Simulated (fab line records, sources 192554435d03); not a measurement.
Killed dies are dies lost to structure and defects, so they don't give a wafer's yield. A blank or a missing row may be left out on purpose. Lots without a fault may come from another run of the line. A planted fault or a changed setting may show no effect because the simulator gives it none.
One fault seen from 3 desks | flow n5_finfet | each desk has only its own numbers; what lay behind them comes last

THE METROLOGY DESK
What the gauges read, lot by lot, whatever tool the lot ran on: means of the sampled wafers that have a number. A lot is out of limits, marked OUT, if its mean lies more than 4 standard deviations from the usual mean; the brackets give that distance. Of its 10 readings 7 are shown: those that lie furthest out on some lot.
Columns: A = DIBL_N at N5_BEOL_M4_RC_MEAS_101, usual 36.3 mV/V; B = DIBL_P at N5_BEOL_M4_RC_MEAS_101, usual 36.3 mV/V; C = IOFF_P at N5_BEOL_M4_RC_MEAS_101, usual 0.21 nA/um; D = ION_N at N5_BEOL_M4_RC_MEAS_101, usual 673 uA/um; E = ION_P at N5_BEOL_M4_RC_MEAS_101, usual 461 uA/um; F = SS_P at N5_BEOL_M4_RC_MEAS_101, usual 73.3 mV/dec; G = VT_P at N5_BEOL_M4_RC_MEAS_101, usual -251 mV
lot  | first seen here | A    | B    | C    | D   | E   | F    | G
L382 | day 8 01:49     | 37.2 | 36.0 | 0.21 | 673 | 456 | 72.7 | -250
L388 | day 9 16:16     | 34.7 | 35.1 | 0.20 | 667 | 460 | 72.8 | -252
L389 | day 9 19:09     | 36.2 | 35.7 | 0.22 | 675 | 458 | 72.7 | -250
L391 | day 9 21:37     | 37.0 | 36.9 | 0.26 | 685 | 475 | 73.8 | -244
L399 | day 12 04:41    | 36.9 | 35.3 | 0.16 | 674 | 452 | 73.1 | -259
L400 | day 12 18:25    | 37.9 | 36.3 | 0.20 | 673 | 459 | 72.8 | -255
L403 | day 13 02:16    | 37.9 | 38.3 | 0.27 | 687 | 481 | 73.5 | -246
L404 | day 13 05:31    | 35.4 | 33.7 | 0.18 | 663 | 453 | 73.5 | -252
L405 | day 13 08:58    | 37.6 | 37.3 | 0.20 | 675 | 458 | 73.7 | -253
This desk's finding: nothing out of limits on any of the 9 lots.

THE DEFECT DESK
What the inspections along the route counted, lot by lot: means of the sampled wafers that have a number. A lot is out of limits, marked OUT, if its mean lies more than 4 standard deviations from the usual mean; the brackets give that distance.
Columns: A = raw_defect_count at N5_SD_EPI_N_INSPECT_26, usual 222
lot  | first seen here | A
L382 | day 3 08:14     | 199
L388 | day 4 18:09     | 250
L389 | day 5 03:37     | 223
L391 | day 5 11:10     | 166
L399 | day 7 12:36     | 283
L400 | day 7 15:47     | 269
L403 | day 8 10:40     | 241
L404 | day 8 15:58     | 195
L405 | day 8 22:11     | 220
This desk's finding: nothing out of limits on any of the 9 lots.

THE TOOL OWNER'S DESK: litho_track-05
The tool's own readings at N5_SD_EPI_P_COAT_03 (resist thk 150 nm): means of the sampled wafers that have a number, for each lot that ran on this tool. A lot is out of limits, marked OUT, if its mean lies more than 4 standard deviations from the usual mean; the brackets give that distance.
Columns: A = spin_speed_rpm at N5_SD_EPI_P_COAT_03, usual 1500.2 rpm
lot  | first seen here | A
L382 | day 3 08:17     | 1500.6
L388 | day 4 18:11     | 1500.3
L389 | day 5 03:39     | 1534.7 (+39) OUT
L391 | day 5 11:12     | 1534.0 (+38) OUT
L403 | day 8 10:42     | 1499.1
L405 | day 8 22:13     | 1500.6
This desk's finding: out of limits on L389, L391; first on L389, day 5 03:39 (spin_speed_rpm at N5_SD_EPI_P_COAT_03). In limits: L382, L388, L403, L405.

PUT TOGETHER
The tool owner's desk could have raised an alarm at day 5 03:39, on L389, L391.
The metrology desk saw nothing out of limits.
The defect desk saw nothing out of limits.
The metrology desk has L389, L391 on record, within its limits.
The defect desk has L389, L391 on record, within its limits.
Of the lots named, all ran N5_SD_EPI_P_COAT_03 on litho_track-05.

WHAT THE SIMULATOR HAD PUT IN
Process parameter drift: litho_track-05, from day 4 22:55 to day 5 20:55, at N5_SD_EPI_P_COAT_03. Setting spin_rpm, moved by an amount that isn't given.
Lots struck among those shown: L389, L391.
Hours from the fault's start to each desk's first reading out of limits: the tool owner's desk, 5.
